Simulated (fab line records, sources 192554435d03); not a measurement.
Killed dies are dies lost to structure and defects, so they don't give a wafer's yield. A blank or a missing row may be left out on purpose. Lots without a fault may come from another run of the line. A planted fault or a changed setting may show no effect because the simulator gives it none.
Split-lot experiment | flow n5_finfet | 7 lots, 21 wafers read, on a route of 1938 steps

THE SPLIT
At N5_BEOL_M0_SAQP_PECVD_00 (deposits SiCN from 3MS/NH3, target thk 8 nm, time 14 s), the setting time_s was moved away from the recipe's 14 s on 6 of the 21 wafers read, by -14.7% to +6.1%. The other wafers ran this setting at the recipe's value.

The reading is taken at the split's own step.

THE READING
SiCN_of_BEOL_M0_SAQP_PECVD_00.thk_nm (the simulator's own value, which no gauge read), in nm, at N5_BEOL_M0_SAQP_PECVD_00 (deposits SiCN from 3MS/NH3, target thk 8 nm, time 14 s). The file gives no usual value for it. The 15 wafers here that ran the recipe average 8.0 nm, standard deviation 0.14 nm.

wafer  | tool, chamber at the split | time_s as run, s | against the recipe | SiCN_of_BEOL_M0_SAQP_PECVD_00.thk_nm, nm | against lot-mates on the recipe
L074.2 | pecvd-01, 2                | 14               | recipe             | 8                                        | -
L074.3 | pecvd-01, 1                | 14               | recipe             | 7.8                                      | -
L074.5 | pecvd-01, 2                | 14               | recipe             | 8.2                                      | -
L081.3 | pecvd-04, 1                | 14               | recipe             | 8                                        | -
L081.4 | pecvd-04, 1                | 14               | recipe             | 8                                        | -
L081.5 | pecvd-04, 2                | 14               | recipe             | 7.8                                      | -
L084.1 | pecvd-03, 0,1              | 14               | recipe             | 8                                        | -
L084.4 | pecvd-03, 0,1              | 14               | recipe             | 8                                        | -
L084.6 | pecvd-03, 2                | 13.25            | -5.4%              | 7.8                                      | -0.2
L088.2 | pecvd-01, 2                | 14               | recipe             | 8                                        | -
L088.5 | pecvd-01, 1,2              | 12.3             | -12.1%             | 7                                        | -1.0
L088.6 | pecvd-01, 1,2              | 12.3             | -12.1%             | 7                                        | -1.0
L089.2 | pecvd-03, 1                | 14               | recipe             | 7.8                                      | -
L089.5 | pecvd-03, 0,1              | 14               | recipe             | 8                                        | -
L089.6 | pecvd-03, 0,1              | 14               | recipe             | 8                                        | -
L092.1 | pecvd-03, 1,0              | 11.94            | -14.7%             | 6.8                                      | -1.4
L092.3 | pecvd-03, 1,0              | 11.94            | -14.7%             | 6.8                                      | -1.4
L092.4 | pecvd-03, 1                | 14               | recipe             | 8.2                                      | -
L093.1 | pecvd-01, 0                | 14               | recipe             | 7.8                                      | -
L093.5 | pecvd-01, 0                | 14.86            | +6.1%              | 8.6                                      | +0.6
L093.6 | pecvd-01, 1                | 14               | recipe             | 8.2                                      | -
Where a row lists several chambers, the file gives one row for several wafers and doesn't say which wafer went through which chamber.

THE FIT
A straight line over all 21 wafers: SiCN_of_BEOL_M0_SAQP_PECVD_00.thk_nm changes by +0.0814 nm for each +1% of time_s; r = +0.96; the points scatter about the line by 0.13 nm.
The same after taking each lot's own level away (the mean of its wafers on the recipe; 21 wafers): +0.0895 nm for each +1%; r = +0.97; scatter 0.13 nm.
On that fit, the largest move of time_s shifts the reading by 1.3 nm.
The lots' own levels span 7.93 to 8.20 nm, that is 2.0 times the standard deviation above.
So the lot-to-lot level changes the slope little: the two slopes agree.
Check: with one of the wafers moved furthest among these (-14.7%) left out of the fit, the line predicts -1.26 nm for it against its lot-mates. It came out at -1.4 nm against them.

OTHER SPLITS ON THESE WAFERS
These wafers also went through other splits before the reading. Each is held against what the fit with the lots' levels taken away leaves over:
other split on the same wafers         | wafers away from the commonest value | r with SiCN_of_BEOL_M0_SAQP_PECVD_00.thk_nm (lot level and that fit taken away)
N5_DUMMY_GATE_ETCH_31 target_depth_a   | 11                                   | -0.17
N5_SD_EPI_N_PEB_07 peb_time_s          | 10                                   | -0.28
N5_SD_EPI_N_ETCH_16 target_depth_a     | 5                                    | -0.06
N5_SD_EPI_P_ETCH_16 target_depth_a     | 5                                    | +0.47
N5_SD_EPI_P_EPI_21 temp_c              | 6                                    | +0.19
N5_MOL_CONTACT_COAG_VIA_ETCH_46 bias_w | 13                                   | -0.38
N5_MOL_CONTACT_COAG_COAT_64 spin_rpm   | 11                                   | +0.03

THE FILE'S OWN FIT
SiCN_of_BEOL_M0_SAQP_PECVD_00.thk_nm changes by +0.0871 nm for each +1% of time_s, r = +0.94.
